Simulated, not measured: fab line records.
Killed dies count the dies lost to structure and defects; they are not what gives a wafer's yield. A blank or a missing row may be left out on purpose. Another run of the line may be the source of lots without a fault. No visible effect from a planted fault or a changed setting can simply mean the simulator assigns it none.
Comparing a struck lot with a sound one :: flow nandHarc :: 16 steps out of a route of 1302
Sound: the wafers L925.1, L925.2, L925.4. Struck: wafers L922.2, L922.3, L922.4. The cause is given at the end.
Each step with rows lists, per side, the tool, then ch with its chambers, then its first start. Under that, the readings that differ: sound wafers :: struck wafers :: difference of the means :: sigmas: that difference in standard deviations of wafers without a fault.
alike: readings with means less than 2 such deviations apart, plus words and numbers identical on both sides. not compared: withheld readings, readings lacking a value on some wafer, bounds such as >300 that could conceal the same value, and numbers that have no deviation in the record and whose values overlap.
The two part at a step that has a row with sigmas, a row that says differs or no value, or rows on one side only. Non-overlapping numbers with no deviation appear without sigmas and do not part them. Lack of a reading on every wafer of one side parts them only where that side has two or more wafers.

NHARC_A_ZERO_WELL_ETCH_13: etches the open film in HBr/Cl2, target depth 120 nm, time 40.1 s.
  sound on rieSi-03 ch 0,1,3, day 11 11:04; struck on rieSi-03 ch 0,1,3, day 9 23:31
reading: rfHoursCounterH (h)
sound: 0.06 0.12 0.06
struck: 1.12 0.91 1.00
difference: +0.93
sigmas: 
  alike: drypumpMotorCurrentA, oesProductAu, throttleValvePct
then, 4 steps without rows for these wafers: NHARC_A_ZERO_WELL_STRIP_14 (strips in SPM, time 900 s); NHARC_A_ZERO_WELL_IMPLANT_15; NHARC_A_ZERO_WELL_PRECLEAN_22 (cleans in SC1, time 60 s); NHARC_A_ZERO_WELL_SRD_23.
NHARC_A_ZERO_WELL_RTA_16: time 10 s.
  sound on rtpAnneal-01 ch 0, day 11 12:02; struck on rtpAnneal-02 ch 0, day 10 00:27
  alike: lampPowerPct, lamp_zone_6_pct, wafer_temp_C_max
NHARC_A_ZERO_WELL_INSPECT_17:
  sound on defectInspect-02, day 11 12:14; struck on defectInspect-01, day 10 00:37
  alike: rawDefectCount
then, 3 steps without rows for these wafers: NHARC_A_SOURCE_PLATE_PRECLEAN_00 (cleans in HF-LAST, time 60 s); NHARC_A_SOURCE_PLATE_SRD_01; NHARC_A_SOURCE_PLATE_OXIDE_02 (material SiO2, target thk 10 nm, ox time 1362 s).
NHARC_A_SOURCE_PLATE_THK_MEAS_09: measures by ellipsometry.
  sound on filmMetro-02, day 11 19:16; struck on filmMetro-01, day 10 07:11
  alike: thkNm
NHARC_A_SOURCE_PLATE_PVD_04: deposits WSi2, target thk 50 nm.
  sound on pvdSputter-02, day 11 19:19; struck on pvdSputter-01, day 10 07:14
NHARC_A_SOURCE_PLATE_CVD_03: deposits poly-Si, target thk 200 nm, time 4000 s.
  sound on lpcvdPoly-01 ch 0, day 11 21:50; struck on lpcvdPoly-03 ch 0, day 10 09:39
reading: spikeTcBottomC (C)
sound: 639.4 639.2 638.7
struck: 657.9 661.3 660.4
difference: +20.8
sigmas: +9

reading: spikeTcCentreC (C)
sound: 619.3 620.7 619.1
struck: 646.9 643.2 645.3
difference: +25.4
sigmas: +17

reading: spikeTcLowerC (C)
sound: 621.1 622.0 620.7
struck: 642.3 643.1 640.9
difference: +20.8
sigmas: +14

reading: spikeTcTopC (C)
sound: 635.8 637.0 635.7
struck: 662.9 662.9 661.5
difference: +26.3
sigmas: +11

reading: spikeTcUpperC (C)
sound: 619.2 621.2 619.7
struck: 644.3 643.9 643.5
difference: +23.9
sigmas: +25

reading: tubeCenterTempC (C)
sound: 619.97 620.03 619.95
struck: 643.33 643.3 643.21
difference: +23.30
sigmas: +99 or more
then, 1 step without rows for these wafers: NHARC_A_SOURCE_PLATE_ANNEAL_05 (time 1800 s).
NHARC_A_SOURCE_PLATE_THK_MEAS_06: measures by ellipsometry.
  sound on filmMetro-01, day 12 07:50; struck on filmMetro-02, day 10 20:08
reading: thkNm (nm)
sound: 199.7 201.4 199.2
struck: 338.1 337.5 338.7
difference: +138.0
sigmas: +77
-- break in the record here, with 17 days between the starts of the struck wafers on either side (left off in module A_SOURCE_PLATE, picked up again in module END, where the first step shown is number 1302 on the route) --
NHARC_END_SORT_01:
  sound on prober-02 ch 0, day 28 23:42; struck on prober-02 ch 0, day 28 05:27
  alike: killedAtArray, killedAtOther, killedAtPeriphery, killedDies, killedOpen, killedShort

## WHERE THEY PART
Earliest at NHARC_A_SOURCE_PLATE_CVD_03; latest, in this record, at NHARC_A_SOURCE_PLATE_THK_MEAS_06. Later steps at which nothing parts them and some readings are alike: NHARC_END_SORT_01.

WHY: whatever the simulator had introduced
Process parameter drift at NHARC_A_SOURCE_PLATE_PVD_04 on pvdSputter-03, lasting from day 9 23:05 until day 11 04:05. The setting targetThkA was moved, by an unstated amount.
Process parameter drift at NHARC_A_SOURCE_PLATE_CVD_03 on lpcvdPoly-03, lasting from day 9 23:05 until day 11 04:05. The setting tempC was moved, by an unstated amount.
